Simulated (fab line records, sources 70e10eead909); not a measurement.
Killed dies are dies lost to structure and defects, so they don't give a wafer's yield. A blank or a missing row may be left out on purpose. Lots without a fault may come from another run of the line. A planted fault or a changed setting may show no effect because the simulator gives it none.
A struck lot beside a sound one | flow nand_harc | 36 steps out of a route of 1159
Sound: wafers L460.1, L460.2, L460.3. Struck: wafers L470.3, L470.5, L470.6. The cause comes at the end.
At each step with rows: each side's tool, then ch and its chambers, then its first start. Under that, the readings that differ: sound wafers | struck wafers | difference of the means | sigmas: that difference in standard deviations of wafers without a fault.
alike: readings whose means differ by less than 2 such deviations, and words and numbers that are the same on both sides. not compared: withheld readings, readings that some wafer has no value for, bounds like >300 that may hide the same value, and numbers for which the record gives no deviation and whose values overlap.
The two part at a step that has a row with sigmas, a row that says differs or no value, or rows on one side only. Numbers that don't overlap but have no deviation are shown without sigmas and don't part them. A reading that every wafer of one side lacks parts them only if that side has two wafers or more.

NHARC_A_SLIT_ETCH_29: etches the open film in CF4/O2, target depth 100 nm, overetch 10 nm, time 55 s.
  sound on rie_diel-06 ch 0,1,3, day 15 17:49; struck on rie_diel-06 ch 0,1, day 18 00:58
  alike: drypump_motor_current_A, oes_product_au, rf_vpp_V, showerhead_plenum_p_Torr, throttle_valve_pct
  not compared: rf_hours_counter_h
then, 3 steps without rows for these wafers: NHARC_A_SLIT_STRIP_18 (strips in O2); NHARC_A_SLIT_PRECLEAN_19 (cleans in SC1); NHARC_A_SLIT_SRD_20.
NHARC_A_SLIT_CD_MEAS_21:
  sound on cd_sem-02, day 15 18:25; struck on cd_sem-02, day 18 01:29
  alike: cd_nm
then, 3 steps without rows for these wafers: NHARC_A_SIN_REMOVE_WET_00 (chemistry H3PO4, time 15300 s); NHARC_A_SIN_REMOVE_PRECLEAN_01 (cleans in SC1); NHARC_A_SIN_REMOVE_SRD_02.
NHARC_A_SIN_REMOVE_INSPECT_04:
  sound on defect_inspect-02, day 16 02:10; struck on defect_inspect-02, day 18 08:54
  alike: raw_defect_count
then, 2 steps without rows for these wafers: NHARC_A_WL_FILL_ALD_00 (deposits Al2O3, target thk 3 nm, pulse time 3 s, ald cycles 30); NHARC_A_WL_FILL_RTA_01 (time 5 s).
NHARC_A_WL_FILL_ALD_02: deposits TiN, target thk 2 nm, pulse time 3 s, ald cycles 100.
  sound on ald_metal-03 ch 0,1,2, day 16 02:53; struck on ald_metal-02 ch 1,2,3, day 18 09:42
  alike: heater_power_outer_w, heater_power_w, precursor_pulse_height_rel
then, 15 steps without rows for these wafers: NHARC_A_WL_FILL_CVD_03 (deposits W, target thk 40 nm, time 3302 s); NHARC_A_WL_FILL_ETCHBACK_04 (etches the open film in NF3, target depth 60 nm, time 120 s); NHARC_A_WL_FILL_ETCHBACK_05 (etches the open film in Cl2/BCl3, target depth 22 nm, time 60 s); NHARC_A_WL_FILL_STRIP_27 (strips in N2/H2, time 20 s); NHARC_A_WL_FILL_STRIP_28 (strips in post etch residue remover, time 1200 s); NHARC_A_WL_FILL_PRECLEAN_06 (cleans in DIW, time 300 s); NHARC_A_WL_FILL_SRD_07; NHARC_A_WL_FILL_ANNEAL_08 (time 1800 s); NHARC_A_WL_FILL_ALD_10 (deposits SiO2, target thk 50 nm, pulse time 10 s, ald cycles 500); NHARC_A_WL_FILL_ETCHBACK_16 (etches the open film in C4F8/O2/Ar, target depth 88 nm, time 17.6 s); NHARC_A_WL_FILL_STRIP_29 (strips in O2, time 20 s); NHARC_A_WL_FILL_ETCHBACK_17 (etches the open film in Cl2/BCl3, target depth 4 nm, time 26.7 s); NHARC_A_WL_FILL_PRECLEAN_18 (cleans in dHF, time 30 s); NHARC_A_WL_FILL_SRD_21; NHARC_A_WL_FILL_CVD_23 (deposits poly-Si, target thk 40 nm, time 800 s).
NHARC_A_WL_FILL_ETCHBACK_26: etches the open film in HBr, target depth 52 nm, time 13.3 s.
  sound on rie_si-04 ch 1,2,3, day 17 08:01; struck on rie_si-03 ch 1,2, day 19 13:05
  reading                | sound       | struck | difference                    | sigmas
  rf_hours_counter_h (h) | 0.6 0.7 0.6 | - - -  | no value on the struck wafers |
  alike: drypump_motor_current_A, oes_product_au, throttle_valve_pct
then, 2 steps without rows for these wafers: NHARC_A_WL_FILL_PRECLEAN_30 (cleans in dHF, time 10 s); NHARC_A_WL_FILL_SRD_14.
NHARC_A_WL_FILL_ALD_19: deposits TiN, target thk 2 nm, pulse time 3 s, ald cycles 100.
  sound on ald_metal-04 ch 1,2,3, day 17 08:18; struck on ald_metal-02 ch 2,3, day 19 13:23
  alike: heater_power_outer_w, heater_power_w, precursor_pulse_height_rel
then, 1 step without rows for these wafers: NHARC_A_WL_FILL_CVD_20 (deposits W, target thk 75 nm, time 5064 s).
NHARC_A_WL_FILL_CMP_12: polishes, t overpolish 30 s, target thk 75 nm.
  sound on cmp-04 ch 1,2,3, day 17 14:01; struck on cmp-03 ch 0,3, day 19 18:37
  alike: motor_current_A, overpolish_run_s, time_to_endpoint_s
then, 1 step without rows for these wafers: NHARC_A_WL_FILL_SRD_31.
NHARC_A_CONTACT_DEP_24: deposits SiO2, target thk 500 nm.
  sound on pecvd-02 ch 0,1,2, day 17 14:32; struck on pecvd-04 ch 0,1, day 19 19:18
  alike: flow_sccm, heater_power_outer_w, heater_power_w, throttle_valve_pct
-- the record jumps here: 3 days lie between the struck wafers' starts before and after (it left off in module A_CONTACT and takes up again in module END, whose first step shown is number 1159 of the route) --
NHARC_END_SORT_01:
  sound on prober-02 ch 0, day 20 22:35; struck on prober-01 ch 0, day 23 03:20
  reading         | sound    | struck    | difference | sigmas
  killed_at_array | 38 36 32 | 71 104 61 | +43        | +3
  killed_at_other | 0 0 0    | 3 3 0     | +2         | +2
  killed_dies     | 40 42 34 | 76 109 64 | +44        | +3
  alike: killed_at_periphery, killed_open, killed_short

WHERE THEY PART
First at NHARC_A_WL_FILL_ETCHBACK_26; last, within this record, at NHARC_END_SORT_01.

WHY: what the simulator had put in
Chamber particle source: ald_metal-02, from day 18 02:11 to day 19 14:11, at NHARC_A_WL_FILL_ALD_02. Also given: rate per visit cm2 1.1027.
